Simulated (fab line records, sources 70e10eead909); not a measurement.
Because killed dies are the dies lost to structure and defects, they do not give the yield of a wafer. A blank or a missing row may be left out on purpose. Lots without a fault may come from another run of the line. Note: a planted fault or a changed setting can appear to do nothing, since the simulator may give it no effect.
Matching of chambers :: flow nand harc :: NHARC_A_CHANNEL_HOLE_D1_ETCH_44 on rie diel-03 has 4 sister chambers
The step etches the open film in CF4/O2, target depth 140 nm, overetch 14 nm, time 77 s. 18 wafers are shown with their chamber, then 9 later ones without.

WAFERS WITH THEIR CHAMBER
wafer: L075.2
chamber: 3
drypump motor current A (A): 5.69
rf vpp V (V): 198.9
cf4 flow sccm (sccm): 79.78

wafer: L075.3
chamber: 2
drypump motor current A (A): 6.03
rf vpp V (V): 198.8
cf4 flow sccm (sccm): 79.63

wafer: L075.5
chamber: 3
drypump motor current A (A): 5.72
rf vpp V (V): 198.7
cf4 flow sccm (sccm): 79.68

wafer: L078.2
chamber: 3
drypump motor current A (A): 5.73
rf vpp V (V): 199.8
cf4 flow sccm (sccm): 79.94

wafer: L078.3
chamber: 0
drypump motor current A (A): 6.03
rf vpp V (V): 196.5
cf4 flow sccm (sccm): 79.54

wafer: L078.6
chamber: 3
drypump motor current A (A): 5.72
rf vpp V (V): 198.3
cf4 flow sccm (sccm): 80.06

wafer: L081.1
chamber: 3
drypump motor current A (A): 5.69
rf vpp V (V): 198.7
cf4 flow sccm (sccm): 79.85

wafer: L081.4
chamber: 2
drypump motor current A (A): 6.05
rf vpp V (V): 197.6
cf4 flow sccm (sccm): 79.90

wafer: L081.6
chamber: 0
drypump motor current A (A): 6.04
rf vpp V (V): 195.6
cf4 flow sccm (sccm): 79.87

wafer: L090.1
chamber: 0
drypump motor current A (A): 6.04
rf vpp V (V): 195.9
cf4 flow sccm (sccm): 80.43

wafer: L090.4
chamber: 1
drypump motor current A (A): 6.16
rf vpp V (V): 197.6
cf4 flow sccm (sccm): 80.18

wafer: L090.6
chamber: 0
drypump motor current A (A): 6.02
rf vpp V (V): 195.9
cf4 flow sccm (sccm): 80.11

wafer: L089.2
chamber: 1
drypump motor current A (A): 6.23
rf vpp V (V): 196.0
cf4 flow sccm (sccm): 80.16

wafer: L089.4
chamber: 3
drypump motor current A (A): 5.71
rf vpp V (V): 197.3
cf4 flow sccm (sccm): 79.60

wafer: L089.5
chamber: 3
drypump motor current A (A): 5.70
rf vpp V (V): 200.4
cf4 flow sccm (sccm): 80.10

wafer: L092.1
chamber: 1
drypump motor current A (A): 6.17
rf vpp V (V): 194.8
cf4 flow sccm (sccm): 80.15

wafer: L092.3
chamber: 2
drypump motor current A (A): 6.04
rf vpp V (V): 199.7
cf4 flow sccm (sccm): 80.04

wafer: L092.4
chamber: 3
drypump motor current A (A): 5.73
rf vpp V (V): 199.8
cf4 flow sccm (sccm): 79.89

SIGNATURES (averages over the wafers above)
reading: drypump motor current A
chamber 0: 6.0325
chamber 1: 6.1867
chamber 2: 6.0400
chamber 3: 5.7112
scatter within a chamber: 0.0193

reading: rf vpp V
chamber 0: 195.975
chamber 1: 196.133
chamber 2: 198.700
chamber 3: 198.988
scatter within a chamber: 0.978

reading: cf4 flow sccm
chamber 0: 79.9875
chamber 1: 80.1633
chamber 2: 79.8567
chamber 3: 79.8625
scatter within a chamber: 0.227
Rule: distance of a wafer from a chamber = root of the sum over the readings of ((wafer's reading minus chamber's mean) / reading's scatter) squared. If the next closest chamber is less than 2 further off than the closest, the wafer can't be placed; otherwise it belongs to the closest. The scatter: the root of (the sum of the squares of (reading less its chamber's mean) over the shown wafers, divided by (wafers less chambers)).

WAFERS WITHOUT THEIR CHAMBER
wafer: L094.2
drypump motor current A (A): 5.73
rf vpp V (V): 197.2
cf4 flow sccm (sccm): 79.90

wafer: L094.4
drypump motor current A (A): 6.06
rf vpp V (V): 196.7
cf4 flow sccm (sccm): 79.99

wafer: L094.6
drypump motor current A (A): 6.03
rf vpp V (V): 196.0
cf4 flow sccm (sccm): 80.29

wafer: L097.1
drypump motor current A (A): 6.03
rf vpp V (V): 197.6
cf4 flow sccm (sccm): 80.08

wafer: L097.2
drypump motor current A (A): 6.18
rf vpp V (V): 194.7
cf4 flow sccm (sccm): 79.97

wafer: L097.5
drypump motor current A (A): 6.14
rf vpp V (V): 197.5
cf4 flow sccm (sccm): 80.17

wafer: L096.1
drypump motor current A (A): 5.69
rf vpp V (V): 198.7
cf4 flow sccm (sccm): 79.79

wafer: L096.5
drypump motor current A (A): 6.01
rf vpp V (V): 196.7
cf4 flow sccm (sccm): 80.25

wafer: L096.6
drypump motor current A (A): 6.21
rf vpp V (V): 196.6
cf4 flow sccm (sccm): 79.86

EACH ONE'S CHAMBER
wafer: L094.2
from the rows above: 3
in truth: 3

wafer: L094.4
from the rows above: can't be placed: 0 or 2
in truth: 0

wafer: L094.6
from the rows above: 0
in truth: 0

wafer: L097.1
from the rows above: can't be placed: 2 or 0
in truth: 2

wafer: L097.2
from the rows above: 1
in truth: 1

wafer: L097.5
from the rows above: 1
in truth: 1

wafer: L096.1
from the rows above: 3
in truth: 3

wafer: L096.5
from the rows above: can't be placed: 0 or 2
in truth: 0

wafer: L096.6
from the rows above: 1
in truth: 1
Correctly placed: 6 of 9. These rows do not allow placing 3 (true chamber among the candidates in 3). Wrongly placed: 0.
